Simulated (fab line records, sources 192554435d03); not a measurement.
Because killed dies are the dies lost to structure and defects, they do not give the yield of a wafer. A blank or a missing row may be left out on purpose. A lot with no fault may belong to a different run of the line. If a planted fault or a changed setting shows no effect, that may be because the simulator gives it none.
Comparing a struck lot with a sound one || flow n5 finfet || 38 steps out of a route of 1938
Sound: the wafers L338.3, L338.5, L338.6. Wafers L349.2, L349.3, L349.4 were the ones struck. At the end, the cause is stated.
Order at every step that has rows: each side's tool, ch and its chambers, its first start. Under that, the readings that differ: sound wafers || struck wafers || difference of the means || sigmas: that difference in standard deviations of wafers without a fault.
alike: readings with means less than 2 such deviations apart, plus words and numbers identical on both sides. not compared: withheld readings, readings lacking a value on some wafer, bounds such as >300 that could conceal the same value, and numbers that have no deviation in the record and whose values overlap.
Wherever a step has rows on one side only, a row that says differs or no value, or a row with sigmas, the two part there. When numbers do not overlap yet have no deviation, they are printed without sigmas and do not part them. A reading missing from all wafers of one side parts the sides only when that side holds two or more wafers.

first, 10 steps without rows for these wafers: N5_PMOS_HMC_CHANNEL_EPI_DESCUM_14 (chemistry O2, time 7.9 s); N5_PMOS_HMC_CHANNEL_EPI_ETCH_32 (etches BARC in N2/H2, stops on SiO2, target depth 85.8 nm, time 50.3 s); N5_PMOS_HMC_CHANNEL_EPI_HM_OPEN_15 (chemistry CHF3/O2, target SiO2, target depth 40.6 nm, time 20.3 s); N5_PMOS_HMC_CHANNEL_EPI_STRIP_33 (strips in N2/H2); N5_PMOS_HMC_CHANNEL_EPI_STRIP_17 (strips in SPM, time 750 s); N5_PMOS_HMC_CHANNEL_EPI_ETCH_38 (etches SiO2 in CF4, target depth 1.5 nm); N5_PMOS_HMC_CHANNEL_EPI_FIN_RECESS_16 (chemistry HBr/Cl2, target Si, target depth 54 nm, time 18 s); N5_PMOS_HMC_CHANNEL_EPI_PRECLEAN_36 (cleans in O3/DIW, time 45 s); N5_PMOS_HMC_CHANNEL_EPI_PRECLEAN_18 (cleans in DHF, time 30 s); N5_PMOS_HMC_CHANNEL_EPI_SRD_19 (time 30 s).
N5_PMOS_HMC_CHANNEL_EPI_EPI_20: deposits SiGe30, target thk 59 nm.
  sound on epi rpcvd-02 ch 0, day 2 12:23; struck on epi rpcvd-02 ch 0, day 5 06:36
{"reading": "chamber pressure Torr (Torr)", "sound": "20.11 19.96 19.99", "struck": "11.98 11.97 12.01", "difference": -8.03, "sigmas": "-99 or more"}
{"reading": "model.SiGe30_of_PMOS_HMC_CHANNEL_EPI_EPI_20.thk nm (nm)", "sound": "59.61 59.78 59.79", "struck": "48.76 48.82 48.82", "difference": -10.93, "sigmas": ""}
  alike: susceptor_temp_C_max
then, 3 steps without rows for these wafers: N5_PMOS_HMC_CHANNEL_EPI_HM_STRIP_35 (strips SiO2 in dHF, material SiO2, target depth 39.6 nm, time 216 s); N5_PMOS_HMC_CHANNEL_EPI_SRD_39 (time 30 s); N5_PMOS_HMC_CHANNEL_EPI_CMP_21 (polishes SiGe30, target thk 54 nm).
N5_PMOS_HMC_CHANNEL_EPI_THK_MEAS_22:
  sound on film metro-01, day 2 13:53; struck on film metro-02, day 5 08:22
{"reading": "HMC_CMP_THK (nm)", "sound": "53.4 54.1 53.6", "struck": "48.7 48.7 48.8", "difference": -5.0, "sigmas": -8}
then, 1 step without rows for these wafers: N5_PMOS_HMC_CHANNEL_EPI_PRECLEAN_40 (cleans in DHF, time 30 s).
N5_PMOS_HMC_CHANNEL_EPI_PRECLEAN_37: cleans in O3/DIW, time 45 s.
  sound on wet bench-03 ch 1,3,6, day 2 13:55; struck on wet bench-02 ch 2,3,7, day 5 08:25
{"reading": "model.SiGe30_of_PMOS_HMC_CHANNEL_EPI_EPI_20.thk nm (nm)", "sound": "53.31 53.33 53.57", "struck": "47.99 48.05 48.04", "difference": -5.38, "sigmas": ""}
  alike: temp c
then, 19 steps without rows for these wafers: N5_PMOS_HMC_CHANNEL_EPI_PRECLEAN_24 (cleans in DHF, time 30 s); N5_PMOS_HMC_CHANNEL_EPI_SRD_25 (time 30 s); N5_PMOS_HMC_CHANNEL_EPI_EPI_26 (deposits Si from SiH4/H2, target thk 3.8 nm, time 22.7 s); N5_FIN_SAQP_PRECLEAN_42 (cleans in O3/DIW, time 60 s); N5_FIN_SAQP_PRECLEAN_00 (cleans in SC1, time 60 s); N5_FIN_SAQP_PRECLEAN_44 (cleans in SC2, time 45 s); N5_FIN_SAQP_SRD_01 (time 30 s); N5_FIN_SAQP_ALD_61 (deposits SiO2, target thk 4 nm, pulse time 1 s, purge time 2 s); N5_FIN_SAQP_DENSIFY_62 (time 60 s); N5_FIN_SAQP_HM_DEP_03 (deposits SiNx from SiH4/NH3/N2, target thk 38 nm, time 33.6 s); N5_FIN_SAQP_PECVD_47 (deposits a-Si from SiH4/He, target thk 45 nm, time 36.3 s); N5_FIN_SAQP_PECVD_48 (deposits SiNx from SiH4/NH3/N2, target thk 25 nm, time 22.1 s); N5_FIN_SAQP_PECVD_06 (deposits a-Si from SiH4/He, target thk 60 nm, time 48.1 s); N5_FIN_SAQP_HM_DEP_72 (deposits SiO2 from SiH4/N2O, target thk 12 nm, time 7.2 s); N5_FIN_SAQP_COAT_49 (time 60 s, resist thk 100 nm); N5_FIN_SAQP_COAT_50 (time 60 s, resist thk 35 nm); N5_FIN_SAQP_COAT_10 (resist thk 90 nm); N5_FIN_SAQP_EBR_12; N5_FIN_SAQP_SOFTBAKE_11 (time 60 s).
-- record jumps: 6 days separate the struck wafers' starts on either side; left off in module FIN_SAQP, taken up again in module BEOL_M4, whose first shown step is the route's number 1111 --
N5_BEOL_M4_RC_MEAS_101:
  sound on prober-02 ch 0, day 9 05:07; struck on prober-01 ch 0, day 11 14:34
{"reading": "CJ_P", "sound": "5.69 5.58 5.93", "struck": "6.28 6.23 6.21", "difference": "+0.51", "sigmas": "+4"}
{"reading": "ION_P (uA/um)", "sound": "454 462 463", "struck": "426 412 409", "difference": -44, "sigmas": -5}
{"reading": "SS_P (mV/dec)", "sound": "73.6 72.9 74.1", "struck": "75.3 74.1 75.3", "difference": "+1.4", "sigmas": "+2"}
{"reading": "VT_P_LONG (mV)", "sound": "-274 -270 -274", "struck": "-284 -288 -287", "difference": -14, "sigmas": -4}
  alike: DIBL_N, DIBL_P, IOFF_N, IOFF_P, ION_N, SS_N, VT_N, VT_P, VT_P_LVT
-- here the record skips 5 days between the struck wafers' starts before and after, leaving off in module BEOL_M4 and picking up in module PASSIVATION (first step shown: number 1936 of the route) --
N5_PASSIVATION_PROBE_49:
  sound on prober-02, day 13 07:05; struck on prober-02, day 16 12:37
{"reading": "sort_bin_8_speed (%)", "sound": "0 0 0", "struck": "40.42 90.51 90.93", "difference": "+73.95", "sigmas": "+99 or more"}
{"reading": "sort n pass", "sound": "1086 1074 1074", "struck": "556 1 0", "difference": -892, "sigmas": -50}
{"reading": "sort yield pct (%)", "sound": "92.0 91.0 91.0", "struck": "47.1 0.1 0", "difference": -75.6, "sigmas": -50}
  alike: defect limited yield, killed_at_M0_to_M3, killed_at_M4_up, killed at contacts, killed at front end, killed at other, killed dies, killed open, killed short, sort_bin_5_function, sort_bin_6_memory

WHERE THEY PART
Last at N5_PASSIVATION_PROBE_49 as far as this record goes, first at N5_PMOS_HMC_CHANNEL_EPI_EPI_20.

WHY: what had been put in by the simulator
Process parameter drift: epi rpcvd-02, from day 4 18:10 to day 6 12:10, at N5_PMOS_HMC_CHANNEL_EPI_EPI_20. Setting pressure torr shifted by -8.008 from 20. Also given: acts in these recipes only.
